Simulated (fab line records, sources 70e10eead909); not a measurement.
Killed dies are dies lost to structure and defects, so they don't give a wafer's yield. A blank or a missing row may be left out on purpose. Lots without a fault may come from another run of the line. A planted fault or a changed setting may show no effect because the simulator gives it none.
Which tool did it? | flow nand_harc | 13 lots, 39 wafers sampled, at 1 step of a route of 1302

WHAT THE GAUGES READ, wafer by wafer
NHARC_A_CONTACT_INSPECT_44.
lot  | measured     | on                | raw_defect_count
L201 | day 21 14:19 | defect_inspect-02 | 24 17 15
L202 | day 21 19:37 | defect_inspect-01 | 138 96 95
L205 | day 22 10:53 | defect_inspect-01 | 15 14 18
L203 | day 22 12:21 | defect_inspect-01 | 71 75 65
L206 | day 23 03:18 | defect_inspect-02 | 108 95 113
L210 | day 25 13:01 | defect_inspect-01 | 129 127 114
L211 | day 25 13:13 | defect_inspect-02 | 14 19 21
L213 | day 26 08:18 | defect_inspect-02 | 132 136 148
L212 | day 26 09:02 | defect_inspect-02 | 29 20 31
L214 | day 27 15:13 | defect_inspect-02 | 70 60 73
L221 | day 30 05:47 | defect_inspect-01 | 108 123 120
L222 | day 30 16:26 | defect_inspect-02 | 102 79 96
L223 | day 31 17:54 | defect_inspect-01 | 15 17 12

WHICH TOOL RAN EACH LOT (tool, then ch and the chambers of the sampled wafers, then the start)
The record holds no process step before these readings.

WHAT THE TOOLS THEMSELVES READ (means of the sampled wafers that have a number; where no wafer has one, the mark that the record gives instead)
The record holds no such reading with a usual standard deviation.

THE ANSWER, worked out from the rows above alone
Rule: what is usual is taken from the lots themselves. Put in order of their means at a reading, lots are off if they are a third of the lots or fewer, leave a main group of 4 or more, and stand apart from it by a gap of 3 or more times the standard deviation of the main group's means; of several such gaps the widest counts. A main group whose means are all the same, to the digits that the tables above print for the reading, isn't used. A lot without any number at a reading at which 4 lots or more have one is off too. The other lots that the step has rows for count as sound. The gauges are gone through in route order, then the tools' own readings, and for those a lot's mean is taken as printed above. The first step at which some lot is off is used, and at that step the reading that is off furthest; a lot without a number counts as furthest.
No lot is off at any reading shown: from this, nothing can be told.

WHAT THE SIMULATOR HAD PUT IN
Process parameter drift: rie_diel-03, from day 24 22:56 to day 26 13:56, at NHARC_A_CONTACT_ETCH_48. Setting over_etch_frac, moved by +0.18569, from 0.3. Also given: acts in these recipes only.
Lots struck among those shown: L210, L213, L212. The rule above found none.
